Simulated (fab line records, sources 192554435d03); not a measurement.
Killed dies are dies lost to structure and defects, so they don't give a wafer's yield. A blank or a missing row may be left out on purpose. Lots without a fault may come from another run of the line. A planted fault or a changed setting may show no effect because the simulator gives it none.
Which tool did it? | flow n5_finfet | 10 lots, 26 wafers sampled, at 5 steps of a route of 1938

WHAT THE GAUGES READ, wafer by wafer
N5_BEOL_M4_RC_MEAS_101. Usual: DIBL_N 35.3 mV/V, standard deviation 1.8; DIBL_P 35.2 mV/V, standard deviation 2.2; IOFF_N 0.144 nA/um, standard deviation 0.029; IOFF_P 0.19 nA/um, standard deviation 0.031; ION_N 670 uA/um, standard deviation 12; ION_P 460 uA/um, standard deviation 7.6; SS_N 71.2 mV/dec, standard deviation 0.62; SS_P 73.0 mV/dec, standard deviation 0.69; VT_N 251 mV, standard deviation 3.4; VT_P -251.4 mV, standard deviation 2.6.
lot  | measured     | on        | DIBL_N (mV/V)  | DIBL_P (mV/V)  | IOFF_N (nA/um)    | IOFF_P (nA/um) | ION_N (uA/um) | ION_P (uA/um) | SS_N (mV/dec)  | SS_P (mV/dec)  | VT_N (mV)   | VT_P (mV)            | flag
L114 | day 8 03:44  | prober-01 | 35.7 35.0 37.2 | 34.0 33.2 35.5 | 0.122 0.117 0.147 | 0.17 0.17 0.20 | 655 663 672   | 454 458 464   | 71.6 71.0 71.9 | 73.3 72.6 74.1 | 256 254 252 | -253.7 -252.2 -250.0 |
L115 | day 9 00:25  | prober-02 | 33.2 33.8 34.2 | 33.2 34.6 34.7 | 0.121 0.138 0.134 | 0.16 0.19 0.19 | 657 688 659   | 446 471 456   | 70.9 70.9 70.6 | 72.7 72.6 73.1 | 254 250 251 | -255.4 -251.3 -249.5 |
L118 | day 10 14:41 | prober-01 | 33.6 34.9 34.4 | 33.4 35.3 34.1 | 0.115 0.136 0.120 | 0.17 0.18 0.16 | 649 664 659   | 449 455 452   | 70.6 70.9 71.2 | 73.0 72.0 73.2 | 256 253 254 | -253.6 -253.6 -251.5 |
L121 | day 10 21:23 | prober-02 | 35.3 33.4 33.2 | 35.4 32.8 33.2 | 0.144 0.116 0.124 | 0.20 0.16 0.18 | 670 660 668   | 469 461 460   | 71.5 70.9 70.3 | 73.3 72.2 72.4 | 250 254 249 | -250.0 -254.0 -250.6 |
L122 | day 10 22:10 | prober-02 | 31.7 35.2 35.5 | 32.1 36.9 36.9 | 0.103 0.156 0.157 | 0.14 0.21 0.20 | 658 673 679   | 455 461 462   | 70.2 71.4 71.3 | 72.0 73.1 73.4 | 257 251 249 | -255.7 -253.1 -249.9 |
L123 | day 11 00:54 | prober-02 | 37.6 37.7      | 38.0 38.2      | 0.183 0.181       | 0.24 0.24      | 682 683       | 463 464       | 71.2 71.9      | 73.8 74.0      | 248 245     | -247.8 -249.2        |
L129 | day 12 16:12 | prober-02 | 36.3 35.9      | 37.2 36.7      | 0.165 0.163       | 0.22 0.21      | 667 681       | 458 460       | 71.3 71.2      | 73.8 74.2      | 249 250     | -248.6 -248.7        |
L130 | day 14 03:11 | prober-02 | 35.6 36.8      | 36.8 37.6      | 0.138 0.154       | 0.20 0.21      | 676 672       | 467 458       | 71.4 71.3      | 73.2 73.4      | 252 252     | -252.4 -252.4        |
L132 | day 13 18:06 | prober-01 | 36.0 35.0      | 34.9 34.2      | 0.143 0.130       | 0.19 0.18      | 659 673       | 456 465       | 71.5 70.1      | 72.6 72.3      | 254 251     | -249.3 -252.6        |
L137 | day 15 05:55 | prober-01 | 35.6 40.4 37.9 | 34.8 40.9 37.7 | 0.137 0.234 0.171 | 0.18 0.28 0.23 | 667 680 670   | 456 461 460   | 71.4 73.2 72.4 | 73.4 74.8 74.4 | 254 244 247 | -254.8 -247.3 -250.3 |

WHICH TOOL RAN EACH LOT (tool, then ch and the chambers of the sampled wafers, then the start)
lot  | N5_BEOL_M1_ETCH_41                           | N5_BEOL_M1_PRE_CLEAN_45      | N5_BEOL_M1_ALD_84                  | N5_BEOL_M1_CVD_47
L114 | rie_diel-06 ch 0,2,3, day 6 00:12 or earlier | pvd_sputter-03, day 6 00:12  | ald_metal-01 ch 0,3, day 6 00:17   | cvd_co-01 ch 0,1,2, day 6 00:47
L115 | rie_diel-01 ch 1,2, day 6 15:38 or earlier   | pvd_sputter-03, day 6 15:38  | ald_metal-01 ch 0,2, day 6 15:42   | cvd_co-02 ch 0,2, day 6 16:05
L118 | rie_diel-02 ch 0,1,2, day 7 15:23 or earlier | pvd_sputter-03, day 7 15:23  | ald_metal-02 ch 1,2,3, day 7 15:26 | cvd_co-02 ch 0,2, day 7 15:48
L121 | rie_diel-02 ch 2,3, day 8 03:29 or earlier   | pvd_sputter-02, day 8 03:29  | ald_metal-01 ch 0,2, day 8 03:36   | cvd_co-01 ch 0,1, day 8 04:01
L122 | rie_diel-02 ch 0,2, day 8 16:08 or earlier   | pvd_sputter-01, day 8 16:08  | ald_metal-01 ch 0,1,2, day 8 16:11 | cvd_co-01 ch 0,2, day 8 16:28
L123 | rie_diel-06 ch 1,3, day 8 16:19 or earlier   | pvd_sputter-02, day 8 16:19  | ald_metal-01 ch 0,1, day 8 16:23   | cvd_co-01 ch 0,2, day 8 16:51
L129 | rie_diel-02 ch 0,3, day 10 10:12 or earlier  | pvd_sputter-01, day 10 10:12 | ald_metal-01 ch 0,3, day 10 10:21  | cvd_co-02 ch 0,1, day 10 10:46
L130 | rie_diel-02 ch 1, day 10 13:44 or earlier    | pvd_sputter-03, day 10 13:44 | ald_metal-04 ch 0,1, day 10 13:56  | cvd_co-02 ch 0,2, day 10 14:24
L132 | rie_diel-06 ch 0,3, day 10 16:16 or earlier  | pvd_sputter-01, day 10 16:16 | ald_metal-04 ch 1,2, day 10 16:19  | cvd_co-02 ch 1,2, day 10 16:38
L137 | rie_diel-02 ch 0,1, day 12 03:13 or earlier  | pvd_sputter-02, day 12 03:13 | ald_metal-04 ch 1,2, day 12 03:17  | cvd_co-01 ch 0,1,2, day 12 03:35
- N5_BEOL_M1_ETCH_41: etches SiCN in CH3F/O2, target depth 31.9 nm, time 57.8 s.
- N5_BEOL_M1_PRE_CLEAN_45: time 30 s.
- N5_BEOL_M1_ALD_84: deposits TaN, pulse time 2 s, purge time 3 s, co reactant purge time 2 s.
- N5_BEOL_M1_CVD_47: deposits Co from CCTBA/H2, target thk 3 nm, time 223.8 s.

WHAT THE TOOLS THEMSELVES READ (means of the sampled wafers that have a number; where no wafer has one, the mark that the record gives instead)
N5_BEOL_M1_ETCH_41. Usual: O2_flow_sccm 20.00 sccm, standard deviation 0.06; drypump_motor_current_A 5.82 A, standard deviation 0.25; oes_product_au 0.77 a.u., standard deviation 0.09; rf_vpp_V 297.6 V, standard deviation 1.4; showerhead_plenum_p_Torr 2.01 Torr, standard deviation 0.062; throttle_valve_pct 16.40 %, standard deviation 0.24.
lot  | tool        | O2_flow_sccm (sccm) | drypump_motor_current_A (A) | oes_product_au (a.u.) | rf_vpp_V (V) | showerhead_plenum_p_Torr (Torr) | throttle_valve_pct (%) | flag
L114 | rie_diel-06 | 20.00               | 5.91                        | 0.80                  | 298.2        | 1.98                            | 16.41                  |
L115 | rie_diel-01 | 20.01               | 5.81                        | 0.88                  | 297.7        | 2.00                            | 16.35                  |
L118 | rie_diel-02 | 19.93               | 5.88                        | 0.73                  | 298.5        | 2.03                            | 16.44                  |
L121 | rie_diel-02 | 20.09               | 5.70                        | 0.71                  | 298.5        | 2.07                            | 16.63                  |
L122 | rie_diel-02 | 20.05               | 5.57                        | 0.71                  | 298.2        | 2.03                            | 16.55                  |
L123 | rie_diel-06 | 19.91               | 5.82                        | 0.82                  | 297.8        | 2.01                            | 16.45                  |
L129 | rie_diel-02 | 20.05               | 5.81                        | 0.70                  | 296.1        | 1.97                            | 16.55                  |
L130 | rie_diel-02 | 19.93               | 6.31                        | 0.72                  | 299.1        | 2.08                            | 16.36                  |
L132 | rie_diel-06 | 20.02               | 5.86                        | 0.88                  | 296.5        | 1.96                            | 16.28                  |
L137 | rie_diel-02 | 20.07               | 6.14                        | 0.71                  | 298.2        | 2.02                            | 16.41                  |

N5_BEOL_M1_PRE_CLEAN_45. Usual: heater_power_w 325 W, standard deviation 33; susceptor_temp_C 250.02 C, standard deviation 0.19.
lot  | tool           | heater_power_w (W) | susceptor_temp_C (C) | flag
L114 | pvd_sputter-03 | 293                | 249.93               |
L115 | pvd_sputter-03 | 309                | 249.90               |
L118 | pvd_sputter-03 | 308                | 249.97               |
L121 | pvd_sputter-02 | 336                | 249.98               |
L122 | pvd_sputter-01 | 320                | 250.22               |
L123 | pvd_sputter-02 | 308                | 250.21               |
L129 | pvd_sputter-01 | 333                | 249.94               |
L130 | pvd_sputter-03 | 302                | 250.24               |
L132 | pvd_sputter-01 | 338                | 250.15               |
L137 | pvd_sputter-02 | 328                | 249.99               |

N5_BEOL_M1_ALD_84. Usual: heater_power_outer_w 233 W, standard deviation 20; heater_power_w 423 W, standard deviation 34; susceptor_temp_C 275.01 C, standard deviation 0.18.
lot  | tool         | heater_power_outer_w (W) | heater_power_w (W) | susceptor_temp_C (C) | flag
L114 | ald_metal-01 | 253                      | 475                | 275.01               |
L115 | ald_metal-01 | 223                      | 432                | 274.94               |
L118 | ald_metal-02 | 221                      | 404                | 274.91               |
L121 | ald_metal-01 | 227                      | 427                | 275.12               |
L122 | ald_metal-01 | 231                      | 434                | 275.00               |
L123 | ald_metal-01 | 242                      | 448                | 274.94               |
L129 | ald_metal-01 | 254                      | 472                | 275.13               |
L130 | ald_metal-04 | 230                      | 420                | 274.89               |
L132 | ald_metal-04 | 225                      | 403                | 274.88               |
L137 | ald_metal-04 | 232                      | 419                | 274.91               |

N5_BEOL_M1_CVD_47. Usual: run_length_s 247.2 s, standard deviation 0.45.
lot  | tool      | run_length_s (s) | flag
L114 | cvd_co-01 | 247.1            |
L115 | cvd_co-02 | 247.4            |
L118 | cvd_co-02 | 247.4            |
L121 | cvd_co-01 | 246.9            |
L122 | cvd_co-01 | 247.2            |
L123 | cvd_co-01 | 246.9            |
L129 | cvd_co-02 | 349.4            | OFF
L130 | cvd_co-02 | 349.7            | OFF
L132 | cvd_co-02 | 349.5            | OFF
L137 | cvd_co-01 | 247.0            |

THE ANSWER, worked out from the rows above alone
Rule: a lot is off if the mean of its wafers that have a number lies more than 3 standard deviations from the usual mean. A lot without any number at a reading at which 4 lots or more have one is off too. The other lots that the step has rows for count as sound. The gauges are gone through in route order, then the tools' own readings, and for those a lot's mean is taken as printed above. The first step at which some lot is off is used, and at that step the reading that is off furthest; a lot without a number counts as furthest.
Off: L129, L130, L132, at N5_BEOL_M1_CVD_47 (run_length_s).
A tool fits if, at that step or a process step before it, it ran every lot that is off, and no sound lot after the first of them. N5_BEOL_M1_ETCH_41 gives no start for some lots, so the hours and the order of its lots are those of N5_BEOL_M1_PRE_CLEAN_45. One fits: cvd_co-02 at N5_BEOL_M1_CVD_47. Its last sound lot is L118 (day 7 15:48), its first lot that is off L129 (day 10 10:46): a fault that began between those two fits.
The tool's own readings at N5_BEOL_M1_CVD_47 bear it out: on the lots that are off they differ by more than 5 times the standard deviation of the sound lots' means. run_length_s reads 349.5 s there against 247.1 s on the sound lots.

WHAT THE SIMULATOR HAD PUT IN
Process parameter drift: cvd_co-02, from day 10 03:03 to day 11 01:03, at N5_BEOL_M1_CVD_47. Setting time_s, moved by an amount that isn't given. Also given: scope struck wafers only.
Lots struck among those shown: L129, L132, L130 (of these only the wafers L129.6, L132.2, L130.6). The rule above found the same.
